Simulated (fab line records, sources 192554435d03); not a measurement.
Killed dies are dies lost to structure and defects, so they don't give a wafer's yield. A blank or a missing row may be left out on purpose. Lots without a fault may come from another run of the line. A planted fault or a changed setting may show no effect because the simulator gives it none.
Split-lot experiment | flow n5_finfet | 7 lots, 21 wafers read, on a route of 1938 steps

THE SPLIT
At N5_BEOL_M3_ETCH_41 (etches SiCN in CH3F/O2, target depth 29.9 nm, time 52.5 s), the setting target_depth_a was moved away from the recipe's 299 angstrom on 4 of the 21 wafers read, by -10.6% to +7.7%. The other wafers ran this setting at the recipe's value.

The reading is taken at the split's own step.

THE READING
etch.depth_nm (the simulator's own value, which no gauge read), in nm, at N5_BEOL_M3_ETCH_41 (etches SiCN in CH3F/O2, target depth 29.9 nm, time 52.5 s). The file gives no usual value for it. The 17 wafers here that ran the recipe average 19.82 nm, standard deviation 0.44 nm.

wafer  | tool, chamber at the split | target_depth_a as run, angstrom | against the recipe | etch.depth_nm, nm | against lot-mates on the recipe
L074.1 | rie_diel-04, 1             | 299                             | recipe             | 18.99             | -
L074.2 | rie_diel-04, 3             | 299                             | recipe             | 19.8              | -
L074.3 | rie_diel-04, 0             | 322.1                           | +7.7%              | 21.6              | +2.21
L079.3 | rie_diel-04, 1             | 299                             | recipe             | 18.97             | -
L079.5 | rie_diel-04, 2             | 319.9                           | +7.0%              | 21.62             | +2.45
L079.6 | rie_diel-04, 3             | 299                             | recipe             | 19.37             | -
L084.1 | rie_diel-02, 2             | 283.8                           | -5.1%              | 19.28             | -0.50
L084.2 | rie_diel-02, 0             | 299                             | recipe             | 19.73             | -
L084.5 | rie_diel-02, 0             | 299                             | recipe             | 19.83             | -
L087.3 | rie_diel-02, 2             | 299                             | recipe             | 20.51             | -
L087.5 | rie_diel-02, 0             | 299                             | recipe             | 19.87             | -
L087.6 | rie_diel-02, 1             | 299                             | recipe             | 20.22             | -
L088.1 | rie_diel-05, 0             | 299                             | recipe             | 20.05             | -
L088.2 | rie_diel-05, 2             | 299                             | recipe             | 19.38             | -
L088.3 | rie_diel-05, 3             | 299                             | recipe             | 19.79             | -
L092.4 | rie_diel-04, 2             | 299                             | recipe             | 20.4              | -
L092.5 | rie_diel-04, 0             | 267.3                           | -10.6%             | 17.81             | -2.21
L092.6 | rie_diel-04, 3             | 299                             | recipe             | 19.65             | -
L095.2 | rie_diel-02, 2             | 299                             | recipe             | 20.2              | -
L095.3 | rie_diel-02, 0             | 299                             | recipe             | 19.88             | -
L095.6 | rie_diel-02, 3             | 299                             | recipe             | 20.28             | -

THE FIT
A straight line over all 21 wafers: etch.depth_nm changes by +0.204 nm for each +1% of target_depth_a; r = +0.86; the points scatter about the line by 0.44 nm.
The same after taking each lot's own level away (the mean of its wafers on the recipe; 21 wafers): +0.244 nm for each +1%; r = +0.93; scatter 0.35 nm.
On that fit, the largest move of target_depth_a shifts the reading by 2.6 nm.
The lots' own levels span 19.170 to 20.200 nm, that is 2.4 times the standard deviation above.
So the lot-to-lot level changes the slope: the two fits differ.
Check: with one of the wafers moved furthest among these (-10.6%) left out of the fit, the line predicts -2.76 nm for it against its lot-mates. It came out at -2.21 nm against them.

THE FILE'S OWN FIT
etch.depth_nm changes by +0.244 nm for each +1% of target_depth_a, r = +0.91.
